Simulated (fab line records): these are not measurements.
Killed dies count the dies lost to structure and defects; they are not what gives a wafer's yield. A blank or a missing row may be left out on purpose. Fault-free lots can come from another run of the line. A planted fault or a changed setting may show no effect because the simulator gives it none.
fab line records	flow n5Finfet
[record] lots = 9	wafers = 27	lastDay = 17
route steps=1938 shown DUMMY_GATE@243 SD_EPI_N@262 BEOL_M4@1111
lots untouched by any fault: they come from a run of this same line in which no faults occurred
startH: hours from the record's first day to the start of the lot's first wafer shown	waitH: hours elapsed since this lot's preceding step	" as in the row above	L1.1+2: one row covering several wafers at once	- no value present, or no start provided	* or withheld: withheld	< > ~ a bound
route shown NAME@n: names a module that has steps shown in the file, with the first one's number in the route	usual: mean/standard deviation of fault-free wafers	same: alike in all rows	chamber/n: place in a boat	sites: readings site by site	_std_site: standard deviation across them	_edge_site: mean of outer sites minus mean of inner sites	radiusMm: how far each site lies from the wafer's centre	mask NAME#n: copy n	behind: the tool/chamber that last shaped the wafer	hold: why the lot was held/for how many hours/how that ended	device: the transistor (n, p or np) that didn't switch	end of line: at the end of the route, the tests of the same wafers	a step given without rows: its recipe and nothing more	killed: the dies lost at the first sort to structure and to defects; this is not the yield of the wafer	map: dies across one wafer; x = killed, . = not, _ = none there
set.NAME: the setting as run; set.NAME@STEP: as run at that earlier step	model.NAME: the simulator's own value behind a step, which no gauge read
steps of the route over a sample of lots; a table a step, a row a wafer
services: when a tool's chamber went out of use (startH, in hours from the record's first day, below 0 if earlier), for how many hours, and the reason
[[steps]]
[step N5_DUMMY_GATE_ETCH_31]
[recipe] chemistry = C4F6/O2	target = SiO2	maskMaterial = SOC	targetDepthA = 825	timeS = 27.5	ionEnergyEv = 250	pressureMtorr = 30	sourceW = 345	biasW = 185	Ar_flow_sccm = 300	C4F6_flow_sccm = 10	O2_flow_sccm = 10
[usual] drypumpMotorCurrentA = 5.6/0.49	oesProductAu = 0.83/0.085	rfVppV = 668/5.2	showerheadPlenumPTorr = 2.89/0.088	throttleValvePct = 21.11/0.23
lot.wafer	tool	chamber	startH	waitH	drypumpMotorCurrentA	oesProductAu	rfHoursCounterH	rfVppV	showerheadPlenumPTorr	throttleValvePct
L361.3	rieDiel-01	2	60.17	0.0	4.9	0.90	43	667	2.77	20.79
L361.5	"	0	"	"	5.8	0.90	-	668	3.03	21.25
L361.6	"	1	"	"	5.7	0.83	-	671	2.87	21.02
L365.3	rieDiel-02	1	83.69	0.1	5.8	0.72	210	667	2.82	21.61
L365.4	"	0	"	"	6.1	0.80	116	665	2.96	20.69
L365.5	"	3	"	"	4.9	0.71	-	670	2.93	21.27
L366.3	rieDiel-01	3	89.13	0.0	5.5	0.93	12	679	2.92	21.05
L366.5	"	1	"	"	5.7	0.81	-	670	2.87	21.05
L366.6	"	2	"	"	4.9	0.87	-	665	2.77	20.79
L367.1	rieDiel-02	3	96.17	0.0	4.9	0.71	208	669	2.93	21.27
L367.4	"	1	"	"	5.8	0.70	215	667	2.82	21.61
L367.6	"	3	"	"	4.9	0.70	-	672	2.93	21.27
L368.1	rieDiel-01	2	102.17	0.0	4.8	0.87	56	667	2.77	20.81
L368.4	"	3	"	"	5.5	0.93	17	678	2.91	21.09
L368.5	"	2	"	"	4.8	0.87	-	666	2.77	20.81
L373.2	rieDiel-03	1	135.51	0.1	6.6	0.74	187	666	2.94	21.16
L373.5	"	2	"	"	6.4	0.90	-	660	3.02	20.97
L373.6	"	3	"	"	5.7	0.95	-	668	2.90	21.03
L375.2	rieDiel-02	3	142.80	0.0	4.9	0.70	223	671	2.92	21.32
L375.3	"	2	"	"	5.0	0.82	75	660	2.77	21.19
L375.6	"	1	"	"	5.8	0.69	-	665	2.82	21.63
L377.2	rieDiel-01	3	159.98	0.1	5.5	0.89	30	679	2.91	21.07
L377.4	"	0	"	"	5.8	0.86	44	667	3.02	21.28
L377.5	"	2	"	"	4.8	0.84	-	665	2.76	20.82
L381.1	rieDiel-01	0	181.68	0.0	5.8	0.84	49	668	3.01	21.30
L381.3	"	1	"	"	5.7	0.78	136	669	2.86	21.11
L381.6	"	1	"	"	5.7	0.78	-	670	2.86	21.09
[step N5_DUMMY_GATE_HM_OPEN_21]
[recipe] chemistry = CH3F/O2	target = SiNx	targetDepthA = 1200	Ar_flow_sccm = 150	CH3F_flow_sccm = 30	O2_flow_sccm = 23	timeS = 171.4	pressureMtorr = 30	sourceW = 395	biasW = 73	ionEnergyEv = 120.7
[usual] drypumpMotorCurrentA = 5.6/0.48	oesProductAu = 0.82/0.084	rfVppV = 300.7/2.3	showerheadPlenumPTorr = 2.05/0.065	throttleValvePct = 16.40/0.23
lot.wafer	tool	chamber	startH	waitH	drypumpMotorCurrentA	oesProductAu	rfHoursCounterH	rfVppV	showerheadPlenumPTorr	throttleValvePct
L361.3	rieDiel-01	2	60.26	0.0	4.8	0.88	43	299.8	1.97	16.11
L361.5	"	0	"	"	5.8	0.92	-	300.9	2.16	16.48
L361.6	"	1	"	"	5.7	0.83	-	301.8	2.04	16.30
L365.3	rieDiel-02	1	83.77	0.0	5.8	0.71	210	300.4	2.00	16.90
L365.4	"	0	"	"	6.1	0.79	116	298.4	2.11	16.05
L365.5	"	3	"	"	4.9	0.70	-	301.9	2.08	16.62
L366.3	rieDiel-01	3	89.21	0.0	5.5	0.94	12	305.5	2.07	16.31
L366.5	"	1	"	"	5.7	0.81	-	302.5	2.04	16.33
L366.6	"	2	"	"	4.8	0.88	-	300.1	1.97	16.11
L367.1	rieDiel-02	3	96.25	0.0	4.9	0.70	208	301.8	2.08	16.63
L367.4	"	1	"	"	5.8	0.70	215	299.1	2.00	16.92
L367.6	"	3	"	"	4.9	0.70	-	301.4	2.08	16.63
L368.1	rieDiel-01	2	102.25	0.0	4.9	0.87	56	299.9	1.96	16.13
L368.4	"	3	"	"	5.5	0.93	17	306.2	2.07	16.29
L368.5	"	2	"	"	4.9	0.87	-	300.9	1.96	16.11
L373.2	rieDiel-03	1	135.60	0.0	6.6	0.74	187	298.9	2.09	16.52
L373.5	"	2	"	"	6.4	0.90	-	297.4	2.15	16.23
L373.6	"	3	"	"	5.8	0.95	-	300.4	2.06	16.26
L375.2	rieDiel-02	3	142.89	0.0	4.9	0.70	223	301.8	2.08	16.64
L375.3	"	2	"	"	5.1	0.82	75	296.4	1.97	16.46
L375.6	"	1	"	"	5.8	0.70	-	301.2	2.00	16.94
L377.2	rieDiel-01	3	160.07	0.0	5.5	0.89	30	305.4	2.06	16.34
L377.4	"	0	"	"	5.8	0.85	44	299.3	2.15	16.52
L377.5	"	2	"	"	4.9	0.84	-	299.2	1.96	16.17
L381.1	rieDiel-01	0	181.77	0.0	5.8	0.85	49	300.6	2.14	16.53
L381.3	"	1	"	"	5.7	0.78	136	299.7	2.03	16.38
L381.6	"	1	"	"	5.7	0.78	-	300.4	2.03	16.39
[step N5_DUMMY_GATE_ETCH_32]
[recipe] chemistry = CF4	target = SiO2	targetDepthA = 35	timeS = 3.9	ionEnergyEv = 350	pressureMtorr = 10	icpW = 800	biasW = 400	cf4FlowSccm = 80
[usual] drypumpMotorCurrentA = 5.6/0.57	oesProductAu = 1.007/0.018	throttleValvePct = 21.74/0.14
lot.wafer	tool	chamber	startH	waitH	drypumpMotorCurrentA	oesProductAu	rfHoursCounterH	throttleValvePct
L361.3	rieSi-02	3	60.42	0.1	4.8	0.957	108	21.68
L361.5	"	1	"	"	4.9	1.003	-	21.83
L361.6	"	2	"	"	6.5	1.010	-	21.97
L365.3	rieSi-02	0	83.94	0.1	6.2	1.002	169	21.91
L365.4	"	3	"	"	4.9	0.963	108	21.70
L365.5	"	2	"	"	6.6	1.019	-	21.97
L366.3	rieSi-01	1	89.37	0.1	5.8	0.992	155	21.60
L366.5	"	2	"	"	5.3	1.007	-	21.80
L366.6	"	1	"	"	5.8	0.988	-	21.61
L367.1	rieSi-04	1	96.41	0.1	6.2	1.021	56	21.69
L367.4	"	0	"	"	5.5	1.024	27	21.67
L367.6	"	3	"	"	4.7	1.008	-	21.87
L368.1	rieSi-02	1	102.41	0.1	5.0	0.997	4	21.83
L368.4	"	0	"	"	6.2	0.996	-	21.90
L368.5	"	1	"	"	4.9	1.002	-	21.84
L373.2	rieSi-01	3	135.76	0.1	5.6	1.025	120	21.57
L373.5	"	1	"	"	5.8	0.987	-	21.60
L373.6	"	0	"	"	6.4	0.992	-	21.38
L375.2	rieSi-01	1	143.05	0.1	5.8	0.996	156	21.61
L375.3	"	2	"	"	5.3	1.012	8	21.82
L375.6	"	2	"	"	5.3	1.013	-	21.80
L377.2	rieSi-04	1	160.23	0.1	6.2	1.036	57	21.69
L377.4	"	3	"	"	4.8	1.002	150	21.86
L377.5	"	3	"	"	4.7	0.999	-	21.86
L381.1	rieSi-04	0	181.93	0.1	5.5	1.027	29	21.68
L381.3	"	1	"	"	6.2	1.023	58	21.69
L381.6	"	3	"	"	4.8	1.011	-	21.87
[step N5_SD_EPI_N_COAT_32]
[recipe] resist = SOC	tempC = 250	timeS = 60	spinRpm = 1500	resistThkNm = 350
[usual] heaterPowerTotalW = 500.4/1.8	spinSpeedRpm = 1499.9/1.1
lot.wafer	tool	chamber	startH	waitH	heaterPowerTotalW	spinSpeedRpm
L361.3	lithoTrack-03	0	61.54	0.0	498.3	1500.5
L361.5	"	0	"	"	499.9	1500.0
L361.6	"	0	"	"	497.3	1499.5
L365.3	lithoTrack-03	0	85.19	0.0	500.4	1498.6
L365.4	"	0	"	"	499.2	1499.0
L365.5	"	0	"	"	502.9	1498.6
L366.3	lithoTrack-03	0	90.49	0.0	499.5	1502.4
L366.5	"	0	"	"	499.9	1501.6
L366.6	"	0	"	"	501.8	1500.7
L367.1	lithoTrack-02	0	97.53	0.0	499.0	1500.3
L367.4	"	0	"	"	501.2	1499.3
L367.6	"	0	"	"	498.3	1499.3
L368.1	lithoTrack-03	0	103.87	0.0	499.8	1499.7
L368.4	"	0	"	"	500.7	1499.7
L368.5	"	0	"	"	503.1	1500.2
L373.2	lithoTrack-02	0	136.88	0.0	501.3	1501.9
L373.5	"	0	"	"	501.6	1501.7
L373.6	"	0	"	"	498.8	1503.3
L375.2	lithoTrack-02	0	144.60	0.0	500.0	1431.7
L375.3	"	0	"	"	501.9	1431.4
L375.6	"	0	"	"	502.7	1430.8
L377.2	lithoTrack-02	0	161.46	0.0	500.7	1431.0
L377.4	"	0	"	"	501.9	1430.0
L377.5	"	0	"	"	502.3	1430.1
L381.1	lithoTrack-05	0	184.10	0.0	499.1	1500.6
L381.3	"	0	"	"	501.0	1499.0
L381.6	"	0	"	"	500.5	1501.5
[step N5_BEOL_M4_RC_MEAS_101]
[usual] DIBL_N = 36.3/1.4	DIBL_P = 36.2/1.5	IOFF_N = 0.160/0.021	IOFF_P = 0.211/0.027	ION_N = 676/7.7	ION_P = 463/5.5	SS_N = 71.4/0.57	SS_P = 73.3/0.58	VT_N = 249.3/2.5	VT_P = -250.1/2.6
lot.wafer	tool	chamber	startH	waitH	DIBL_N[mV/V]	DIBL_P[mV/V]	IOFF_N[nA/um]	IOFF_P[nA/um]	ION_N[uA/um]	ION_P[uA/um]	SS_N[mV/dec]	SS_P[mV/dec]	VT_N[mV]	VT_P[mV]
L361.3	prober-01	0	186.48	0.3	34.7	35.4	0.147	0.193	674	461	70.8	72.1	249.7	-250.8
L361.5	"	0	"	"	35.4	35.5	0.154	0.193	673	457	71.6	73.2	250.8	-250.3
L361.6	"	0	"	"	35.9	36.0	0.162	0.212	676	463	71.6	72.9	249.0	-249.7
L365.3	prober-01	0	205.08	0.3	38.6	37.1	0.156	0.234	668	467	71.9	73.6	252.9	-250.9
L365.4	"	0	"	"	38.2	37.4	0.152	0.229	673	469	71.0	73.6	249.7	-249.4
L365.5	"	0	"	"	37.8	35.5	0.137	0.201	674	461	71.8	73.1	253.1	-250.7
L366.3	prober-01	0	214.55	0.3	37.1	35.6	0.154	0.203	673	460	71.1	73.5	250.1	-250.2
L366.5	"	0	"	"	35.9	34.0	0.139	0.198	677	469	70.9	72.5	249.1	-248.9
L366.6	"	0	"	"	36.6	34.4	0.144	0.193	665	468	70.8	72.9	248.3	-249.8
L367.1	prober-01	0	217.77	0.0	35.9	37.6	0.178	0.229	687	463	71.1	73.7	248.4	-251.9
L367.4	"	0	"	"	35.3	36.3	0.157	0.213	672	461	70.7	73.3	251.2	-250.3
L367.6	"	0	"	"	35.4	35.6	0.154	0.201	679	461	70.4	73.0	248.0	-248.6
L368.1	prober-02	0	222.49	0.0	34.5	35.8	0.155	0.194	687	471	71.6	72.5	249.1	-251.3
L368.4	"	0	"	"	34.5	35.7	0.148	0.189	685	462	71.3	72.8	249.6	-249.6
L368.5	"	0	"	"	34.8	36.1	0.159	0.199	690	467	71.2	73.2	249.1	-253.2
L373.2	prober-01	0	249.96	0.2	36.1	35.9	0.178	0.230	679	475	72.0	74.0	245.3	-247.7
L373.5	"	0	"	"	36.5	35.2	0.171	0.226	679	467	71.3	73.6	245.6	-244.8
L373.6	"	0	"	"	36.4	35.9	0.180	0.238	681	464	71.5	73.9	246.9	-247.4
L375.2	prober-01	0	265.59	0.2	38.8	38.3	0.210	0.260	679	466	71.5	73.9	245.5	-248.1
L375.3	"	0	"	"	36.8	36.7	0.172	0.236	685	462	71.6	73.6	248.6	-248.9
L375.6	"	0	"	"	35.9	34.8	0.150	0.195	666	452	71.4	73.1	250.7	-251.8
L377.2	prober-02	0	283.61	0.2	35.0	34.3	0.146	0.194	679	467	70.6	72.6	249.2	-249.9
L377.4	"	0	"	"	35.2	34.6	0.144	0.202	667	462	70.2	72.6	249.8	-249.2
L377.5	"	0	"	"	38.0	37.7	0.191	0.251	679	467	70.8	73.4	243.9	-248.9
L381.1	prober-01	0	308.31	0.0	36.9	37.2	0.179	0.233	680	468	71.7	73.4	249.0	-246.6
L381.3	"	0	"	"	36.1	36.4	0.162	0.231	683	469	71.4	74.0	249.9	-250.1
L381.6	"	0	"	"	37.2	37.9	0.189	0.242	687	471	72.7	74.3	247.6	-248.8
[[services]]
tool	chamber	startH	hours	kind
rieSi-04	3	41.10	3.7	repair
rieSi-01	-	59.69	1.5	repair
rieDiel-03	2	73.19	12.5	repair
rieDiel-03	3	85.72	-	clean
rieDiel-03	3	85.72	-	consumableReplace:focusRing
rieDiel-03	3	85.72	16.5	scheduledDown
rieDiel-03	3	85.72	16.5	ventCycle
rieDiel-02	3	88.48	5.4	repair
rieSi-02	2	101.70	3.4	repair
rieDiel-03	0	102.26	-	clean
rieDiel-03	0	102.26	-	consumableReplace:focusRing
rieDiel-03	0	102.26	15.1	scheduledDown
rieDiel-03	0	102.26	15.1	ventCycle
rieSi-01	3	121.54	2.4	repair
rieSi-01	0	122.46	1.1	repair
rieSi-04	2	122.89	4.2	repair
rieDiel-01	3	135.89	14.2	repair
rieDiel-02	0	141.71	3.3	repair
rieDiel-03	3	151.46	4.3	repair
rieSi-01	-	157.55	4.3	pm
rieDiel-03	2	170.31	8.0	repair
[[key]]
[firstSign] step = N5_SD_EPI_N_COAT_32	reading = spinSpeedRpm	direction = down	sigmas = 66	usual = *	struck = *
effect none on later readings
metAt N5_SD_EPI_N_COAT_32
struckLots L375,L377
notActingAt N5_DUMMY_GATE_ETCH_31,N5_DUMMY_GATE_HM_OPEN_21,N5_DUMMY_GATE_ETCH_32
onsetBetween 136.88 144.60
[fault] kind = processParameterDrift	tool = lithoTrack-02	chamber = -	onsetH = 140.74	steps = N5_SD_EPI_N_COAT_32	channel = spinRpm	offset = *	shape = step	endH = 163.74	actsIn = *	stated = *
